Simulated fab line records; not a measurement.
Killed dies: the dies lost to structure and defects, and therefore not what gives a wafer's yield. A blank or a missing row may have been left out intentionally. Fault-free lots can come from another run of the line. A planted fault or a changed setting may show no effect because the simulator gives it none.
The tool behind it: which one?    flow nand_harc    36 wafers from 12 lots sampled at 6 of the route's 1159 steps

## WHAT THE GAUGES READ, wafer by wafer
NHARC_A_M0_THK_MEAS_24: measures by xrf.
lot   measured      on             thk_nm (nm)
L075  day 17 20:37  film_metro-01  116.8 113.8 119.4
L077  day 18 03:42  film_metro-01  113.4 116.0 112.2
L082  day 19 00:44  film_metro-02  114.2 113.1 114.0
L080  day 19 06:10  film_metro-02  115.7 115.4 112.4
L085  day 19 22:20  film_metro-01  115.7 114.8 113.0
L087  day 20 03:08  film_metro-01  115.8 113.2 115.0
L083  day 20 06:49  film_metro-01  113.1 113.5 114.1
L088  day 20 23:02  film_metro-02  114.4 113.4 113.8
L092  day 22 02:26  film_metro-02  114.4 114.4 113.2
L094  day 22 03:58  film_metro-02  115.0 113.9 116.4
L096  day 23 04:37  film_metro-02  113.0 112.4 114.7
L097  day 23 19:11  film_metro-01  115.1 114.3 114.9

## WHICH TOOL RAN EACH LOT (tool, then ch and the chambers of the sampled wafers, then the start)
lot   NHARC_A_BLC_ETCH_16                 NHARC_A_BLC_STRIP_21                NHARC_A_BLC_DEGAS_30          NHARC_A_BLC_CVD_24                        NHARC_A_M0_DESCUM_14
L075  rie_diel-06 ch 0,1,3, day 17 11:42  rie_diel-09 ch 0,1,3, day 17 12:46  pvd_sputter-01, day 17 13:11  cvd_w-02 ch 0,1, day 17 18:17 or earlier  rie_diel-11 ch 0,1,2, day 17 18:17
L077  rie_diel-06 ch 0,1,2, day 17 18:46  rie_diel-09 ch 1,2,3, day 17 19:49  pvd_sputter-01, day 17 20:16  cvd_w-01 ch 0,1, day 18 01:23 or earlier  rie_diel-11 ch 0,1,2, day 18 01:23
L082  rie_diel-02 ch 0,2,3, day 18 16:24  rie_diel-09 ch 2,3, day 18 17:29    pvd_sputter-01, day 18 17:55  cvd_w-02 ch 0,1, day 18 22:26 or earlier  rie_diel-04 ch 1,2,3, day 18 22:26
L080  rie_diel-02 ch 0,1,3, day 18 23:44  rie_diel-06 ch 1,2,3, day 19 00:59  pvd_sputter-01, day 19 01:25  cvd_w-01 ch 0,1, day 19 03:52 or earlier  rie_diel-11 ch 1,2, day 19 03:52
L085  rie_diel-06 ch 0,2, day 19 16:10    rie_diel-06 ch 0,1, day 19 17:14    pvd_sputter-03, day 19 17:40  cvd_w-02 ch 0,1, day 19 20:02 or earlier  rie_diel-04 ch 1,2,3, day 19 20:02
L087  rie_diel-09 ch 0,2,3, day 19 20:38  rie_diel-09 ch 0,1, day 19 21:49    pvd_sputter-03, day 19 22:17  cvd_w-02 ch 0,1, day 20 00:49 or earlier  rie_diel-07 ch 1,2,3, day 20 00:49
L083  rie_diel-06 ch 0,1,2, day 20 00:18  rie_diel-09 ch 0,1,2, day 20 01:25  pvd_sputter-03, day 20 01:51  cvd_w-01 ch 0,1, day 20 04:29 or earlier  rie_diel-04 ch 0,3, day 20 04:29
L088  rie_diel-06 ch 0,1,2, day 20 14:07  rie_diel-09 ch 0,1,3, day 20 15:11  pvd_sputter-03, day 20 15:37  cvd_w-02 ch 0,1, day 20 20:35 or earlier  rie_diel-11 ch 1,2,3, day 20 20:35
L092  rie_diel-09 ch 1,2,3, day 21 16:42  rie_diel-02 ch 0,1,3, day 21 17:46  pvd_sputter-01, day 21 18:10  cvd_w-02 ch 0,1, day 22 00:07 or earlier  rie_diel-04 ch 2,3, day 22 00:07
L094  rie_diel-06 ch 0,1,3, day 21 18:43  rie_diel-06 ch 0,1,2, day 21 19:47  pvd_sputter-01, day 21 20:11  cvd_w-02 ch 0,1, day 22 01:36 or earlier  rie_diel-11 ch 1,2,3, day 22 01:36
L096  rie_diel-09 ch 0,1,3, day 22 22:16  rie_diel-06 ch 1,2, day 22 23:22    pvd_sputter-03, day 22 23:47  cvd_w-02 ch 0,1, day 23 02:18 or earlier  rie_diel-11 ch 0,1,2, day 23 02:18
L097  rie_diel-06 ch 1,2,3, day 23 10:01  rie_diel-06 ch 1,2,3, day 23 11:06  pvd_sputter-03, day 23 11:31  cvd_w-01 ch 0, day 23 16:45 or earlier    rie_diel-07 ch 0,2,3, day 23 16:45
- NHARC_A_BLC_ETCH_16: etches the open film in CF4, target depth 39 nm, time 65 s.
- NHARC_A_BLC_STRIP_21: strips in O2.
- NHARC_A_BLC_DEGAS_30: time 60 s.
- NHARC_A_BLC_CVD_24: deposits W, target thk 150 nm, time 434 s.
- NHARC_A_M0_DESCUM_14: chemistry O2, time 3 s.

## THE ANSWER, worked out from the rows above alone
Rule: the usual values come from the lots themselves. Put in order of their means at a reading, lots are off if they are a third of the lots or fewer, leave a main group of 4 or more, and stand apart from it by a gap of 3 or more times the standard deviation of the main group's means; of several such gaps the widest counts. Not used: any main group whose means are identical at the precision the tables above print for the reading. Also off: a lot with no number at a reading for which 4 or more lots have one. Any other lot the step has rows for is counted as sound.
Across all readings shown, no lot is off: no conclusion can be drawn from this.

## WHAT HAD BEEN PUT IN BY THE SIMULATOR
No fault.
